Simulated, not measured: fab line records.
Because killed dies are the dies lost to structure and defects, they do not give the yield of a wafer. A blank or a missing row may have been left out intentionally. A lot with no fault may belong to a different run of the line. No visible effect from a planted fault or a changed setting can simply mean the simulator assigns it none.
Matching of chambers | flow n5Finfet | N5_HKMG_FIN_PWFM_ALD_03 on aldMetal-02 has 4 sister chambers
The step deposits TiN, target thk 2 nm, pulse time 1 s, purge time 3 s. 16 wafers are shown with their chamber, then 7 later ones without.

== WAFERS PAIRED WITH THEIR CHAMBERS ==
wafer  | chamber | heaterPowerW (W) | precursorPulseHeightRel
L256.3 | 0       | 1017             | 1.003
L256.4 | 2       | 924              | 1.023
L256.6 | 1       | 1028             | 1.033
L263.3 | 0       | 1007             | 1.019
L263.5 | 2       | 917              | 0.984
L263.6 | 3       | 855              | 0.995
L266.1 | 2       | 919              | 0.992
L266.4 | 0       | 1019             | 0.992
L266.6 | 0       | 1010             | 1.010
L269.1 | 3       | 870              | 1.002
L269.3 | 0       | 1021             | 1.029
L269.5 | 3       | 890              | 1.005
L275.1 | 1       | 1009             | 0.962
L275.3 | 2       | 910              | 0.978
L275.4 | 3       | 868              | 0.966
L276.3 | 1       | 985              | 1.006

SIGNATURES (averages over the wafers above)
reading                 | chamber 0 | chamber 1 | chamber 2 | chamber 3 | scatter within a chamber
heaterPowerW            | 1014.80   | 1007.33   | 917.50    | 870.75    | 12.3
precursorPulseHeightRel | 1.01060   | 1.00033   | 0.99425   | 0.99200   | 0.0215
Rule: for each reading, subtract the chamber's mean from the wafer's reading, divide by that reading's scatter and square the result; add these up over the readings and take the root, which gives the wafer's distance from the chamber. The wafer belongs to the nearest chamber; if the next one is less than 2 further off, it can't be placed. The scatter is the square root of a quotient: the sum, over the shown wafers, of each reading's squared deviation from its chamber's mean, divided by wafers minus chambers.

== WAFERS WITHOUT THEIR CHAMBER ==
wafer  | heaterPowerW (W) | precursorPulseHeightRel
L276.4 | 912              | 0.989
L276.6 | 1006             | 1.015
L278.3 | 1025             | 1.004
L278.5 | 1034             | 1.014
L278.6 | 1012             | 0.983
L279.2 | 916              | 0.978
L279.5 | 1020             | 1.020

== WHICH CHAMBER EACH WENT THROUGH ==
wafer  | from the rows above     | in truth
L276.4 | 2                       | 2
L276.6 | can't be placed: 1 or 0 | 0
L278.3 | can't be placed: 0 or 1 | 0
L278.5 | can't be placed: 0 or 1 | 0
L278.6 | can't be placed: 1 or 0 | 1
L279.2 | 2                       | 2
L279.5 | can't be placed: 0 or 1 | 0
Correct placement for 2 of the 7. Can't be placed from these rows: 5 (the true chamber is among the candidates in 5). Wrongly placed: 0.
